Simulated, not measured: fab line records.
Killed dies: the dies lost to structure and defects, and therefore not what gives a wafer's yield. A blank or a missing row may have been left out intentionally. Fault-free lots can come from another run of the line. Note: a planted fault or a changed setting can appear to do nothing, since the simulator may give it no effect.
One fault through the eyes of 2 desks    flow n5-finfet    numbers are kept per desk, each desk with only its own; the story behind them comes last

## DESK OF THE TOOL OWNER: pecvd-03
The tool's own readings at N5_BEOL_M1_ILD_DEP_00 (deposits SiOC from DEMS/O2, target thk 79 nm, time 15.3 s): means of the sampled wafers that have a number, for each lot that ran on this tool. If a lot's mean is further than 4 standard deviations from the usual mean, the lot is out of limits and carries the mark OUT (the distance appears in the brackets).
Columns: A = chamber-pressure-Torr at N5_BEOL_M1_ILD_DEP_00, usual 5.002 Torr; B = heater-power-w at N5_BEOL_M1_ILD_DEP_00, usual 507 W; C = rf-fwd-power-W at N5_BEOL_M1_ILD_DEP_00, usual 494.1 W; D = showerhead-plenum-p-Torr at N5_BEOL_M1_ILD_DEP_00, usual 5.693 Torr; E = throttle-valve-pct at N5_BEOL_M1_ILD_DEP_00, usual 11.9 %
lot   first seen here  A      B    C      D      E
L286  day 6 06:16      4.998  532  493.5  5.696  12.1
L292  day 8 00:19      5.004  579  492.1  5.697  12.1
L296  day 9 03:49      5.015  486  494.5  5.704  12.1
L299  day 9 17:37      5.013  463  495.0  5.702  11.8
Result from this desk: across the 4 lots, nothing is out of limits.

## AT THE METROLOGY DESK
Means of the sampled wafers that have a number, per lot and without regard to the tool the lot ran on: this is what the gauges read. If a lot's mean is further than 4 standard deviations from the usual mean, the lot is out of limits and carries the mark OUT (the distance appears in the brackets). It has 11 readings, of which 7 appear: the earliest out of limits, and the ones furthest out on some lot.
Columns: A = M1_ILD_THK at N5_BEOL_M1_THK_MEAS_01, usual 79.1 nm; B = DIBL_P at N5_BEOL_M4_RC_MEAS_101, usual 36.2 mV/V; C = IOFF_N at N5_BEOL_M4_RC_MEAS_101, usual 0.155 nA/um; D = IOFF_P at N5_BEOL_M4_RC_MEAS_101, usual 0.21 nA/um; E = ION_N at N5_BEOL_M4_RC_MEAS_101, usual 674 uA/um; F = VT_N at N5_BEOL_M4_RC_MEAS_101, usual 250.0 mV; G = VT_P at N5_BEOL_M4_RC_MEAS_101, usual -251 mV
lot   first seen here  A                B     C      D     E    F      G
L286  day 6 06:20      80.4             33.6  0.111  0.16  657  255.0  -254
L291  day 7 21:28      78.8             36.5  0.150  0.19  666  251.0  -253
L292  day 8 00:23      78.7             35.5  0.144  0.20  677  249.3  -250
L296  day 9 03:53      93.2 (+15) OUT   39.8  0.204  0.25  682  245.4  -250
L299  day 9 17:41      106.5 (+30) OUT  35.2  0.152  0.23  678  250.0  -247
L301  day 10 06:19     79.6             35.7  0.167  0.25  676  246.4  -245
L302  day 10 10:19     79.9             36.6  0.155  0.21  670  250.6  -252
L303  day 10 16:02     78.8             37.6  0.143  0.19  671  250.8  -253
L304  day 10 22:47     77.6             38.1  0.182  0.29  679  249.9  -244
This desk finds L296, L299 out of limits, with the earliest case on L296 at day 9 03:53 (M1_ILD_THK at N5_BEOL_M1_THK_MEAS_01). L286, L291, L292, L301, L302, L303, L304: within limits.

## PUT TOGETHER
The metrology desk could have raised an alarm at day 9 03:53, on L296, L299.
The tool owner's desk saw nothing out of limits.
On record at the tool owner's desk: L296, L299, within its limits.
Of the lots named, all ran N5_BEOL_M1_ILD_DEP_00 on pecvd-03.

## WHAT THE SIMULATOR PUT IN
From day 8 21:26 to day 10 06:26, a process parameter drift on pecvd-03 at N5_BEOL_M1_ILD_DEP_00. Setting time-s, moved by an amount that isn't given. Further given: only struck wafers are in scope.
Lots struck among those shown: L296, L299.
Time in hours between the start of the fault and the first out-of-limits reading at each desk: metrology desk, 6.
